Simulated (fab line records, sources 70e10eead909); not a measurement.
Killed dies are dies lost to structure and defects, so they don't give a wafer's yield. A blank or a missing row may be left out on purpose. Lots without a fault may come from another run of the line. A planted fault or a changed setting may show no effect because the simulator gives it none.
Chamber matching | flow nand_harc | NHARC_THIN_TSV_ETCH_44 on rie_diel-07: 4 sister chambers
The step etches the open film in CF4/O2, target depth 1594.2 nm, time 797.1 s. 16 wafers are shown with their chamber, then 8 later ones without.

WAFERS WITH THEIR CHAMBER
wafer  | chamber | showerhead_plenum_p_Torr (Torr) | rf_vpp_V (V) | o2_flow_sccm (sccm)
L355.3 | 1       | 1.78                            | 790          | 10.009
L355.5 | 2       | 1.87                            | 798          | 10.015
L355.6 | 3       | 1.82                            | 793          | 9.989
L354.2 | 1       | 1.78                            | 791          | 9.987
L354.3 | 0       | 1.83                            | 795          | 9.969
L354.5 | 0       | 1.83                            | 794          | 9.919
L359.3 | 0       | 1.83                            | 796          | 9.993
L359.4 | 1       | 1.77                            | 791          | 9.995
L359.6 | 1       | 1.77                            | 791          | 9.995
L358.2 | 1       | 1.77                            | 791          | 9.951
L358.3 | 3       | 1.82                            | 794          | 10.023
L358.5 | 0       | 1.83                            | 794          | 9.976
L361.1 | 1       | 1.77                            | 790          | 10.021
L361.4 | 2       | 1.87                            | 795          | 9.998
L361.5 | 1       | 1.77                            | 791          | 10.080
L362.2 | 2       | 1.87                            | 797          | 10.031

SIGNATURES (means of the wafers above)
reading                  | chamber 0 | chamber 1 | chamber 2 | chamber 3 | scatter within a chamber
showerhead_plenum_p_Torr | 1.8300    | 1.7729    | 1.8700    | 1.8200    | 0.00345
rf_vpp_V                 | 794.75    | 790.71    | 796.67    | 793.50    | 0.882
o2_flow_sccm             | 9.96425   | 10.00543  | 10.01467  | 10.00600  | 0.0335
Rule: a wafer's distance from a chamber is the root of the sum, over the readings, of the square of ((its reading less the chamber's mean) divided by the reading's scatter). The wafer belongs to the nearest chamber; if the next one is less than 2 further off, it can't be placed. The scatter: the root of (the sum of the squares of (reading less its chamber's mean) over the shown wafers, divided by (wafers less chambers)).

WAFERS WITHOUT THEIR CHAMBER
wafer  | showerhead_plenum_p_Torr (Torr) | rf_vpp_V (V) | o2_flow_sccm (sccm)
L362.3 | 1.77                            | 794          | 9.980
L362.6 | 1.77                            | 790          | 9.958
L370.1 | 1.83                            | 795          | 10.009
L370.5 | 1.87                            | 797          | 10.012
L370.6 | 1.82                            | 794          | 9.996
L374.2 | 1.83                            | 795          | 9.965
L374.3 | 1.82                            | 794          | 9.992
L374.5 | 1.77                            | 792          | 9.998

WHICH CHAMBER EACH WENT THROUGH
wafer  | from the rows above     | in truth
L362.3 | 1                       | 1
L362.6 | 1                       | 1
L370.1 | can't be placed: 0 or 3 | 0
L370.5 | 2                       | 2
L370.6 | 3                       | 3
L374.2 | 0                       | 0
L374.3 | 3                       | 3
L374.5 | 1                       | 1
Placed correctly: 7 of 8. Can't be placed from these rows: 1 (the true chamber is among the candidates in 1). Placed wrongly: 0.
